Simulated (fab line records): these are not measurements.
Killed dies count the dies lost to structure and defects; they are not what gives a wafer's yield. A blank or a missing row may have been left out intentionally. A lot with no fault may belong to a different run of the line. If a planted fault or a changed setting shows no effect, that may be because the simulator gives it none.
Chamber matching / flow n5-finfet / N5_GATE_CUT_ETCH_19 on rie-diel-06 has 4 sister chambers
The step etches SiNx in CH3F/O2, target depth 53.7 nm, time 76.7 s. 8 wafers are shown with their chamber, then 10 later ones without.

WAFERS WITH THEIR CHAMBER
wafer=L076.2; chamber=2; drypump-motor-current-A (A)=5.34; throttle-valve-pct (%)=16.71
wafer=L087.3; chamber=2; drypump-motor-current-A (A)=5.35; throttle-valve-pct (%)=16.74
wafer=L090.2; chamber=3; drypump-motor-current-A (A)=5.87; throttle-valve-pct (%)=16.18
wafer=L093.1; chamber=0; drypump-motor-current-A (A)=5.56; throttle-valve-pct (%)=15.98
wafer=L093.2; chamber=1; drypump-motor-current-A (A)=5.65; throttle-valve-pct (%)=16.21
wafer=L093.5; chamber=3; drypump-motor-current-A (A)=5.87; throttle-valve-pct (%)=16.20
wafer=L094.1; chamber=0; drypump-motor-current-A (A)=5.58; throttle-valve-pct (%)=15.98
wafer=L094.3; chamber=1; drypump-motor-current-A (A)=5.62; throttle-valve-pct (%)=16.21

WAFERS MISSING THEIR CHAMBER
wafer=L094.5; drypump-motor-current-A (A)=5.57; throttle-valve-pct (%)=15.99
wafer=L095.4; drypump-motor-current-A (A)=5.34; throttle-valve-pct (%)=16.22
wafer=L095.5; drypump-motor-current-A (A)=5.32; throttle-valve-pct (%)=16.20
wafer=L095.6; drypump-motor-current-A (A)=5.62; throttle-valve-pct (%)=16.23
wafer=L096.3; drypump-motor-current-A (A)=5.66; throttle-valve-pct (%)=16.23
wafer=L096.5; drypump-motor-current-A (A)=5.67; throttle-valve-pct (%)=16.22
wafer=L096.6; drypump-motor-current-A (A)=5.56; throttle-valve-pct (%)=15.99
wafer=L097.2; drypump-motor-current-A (A)=5.58; throttle-valve-pct (%)=15.99
wafer=L097.3; drypump-motor-current-A (A)=5.88; throttle-valve-pct (%)=16.21
wafer=L097.5; drypump-motor-current-A (A)=5.84; throttle-valve-pct (%)=16.19

WHICH CHAMBER EACH WENT THROUGH
wafer=L094.5; from the rows above=0; in truth=0
wafer=L095.4; from the rows above=1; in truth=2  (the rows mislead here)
wafer=L095.5; from the rows above=can't be placed: 1 or 0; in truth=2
wafer=L095.6; from the rows above=1; in truth=1
wafer=L096.3; from the rows above=1; in truth=1
wafer=L096.5; from the rows above=1; in truth=1
wafer=L096.6; from the rows above=0; in truth=0
wafer=L097.2; from the rows above=0; in truth=0
wafer=L097.3; from the rows above=3; in truth=3
wafer=L097.5; from the rows above=3; in truth=3
8 of 10 placed correctly. Cannot be placed on the basis of these rows: 1; the candidates contain the true chamber in 0. Placed wrongly: 1.
How it was worked out, from the rows above alone: a wafer's distance from a chamber is the root of the sum, over the readings, of the square of ((its reading less the chamber's mean) divided by the reading's scatter). The wafer belongs to the nearest chamber; if the next one is less than 2 further off, it can't be placed. For every chamber, the mean is computed from those of its wafers that are shown. How the scatter is found: for the shown wafers, subtract from each reading the mean of its chamber, square and add these, divide the total by (wafers less chambers), then take the root.
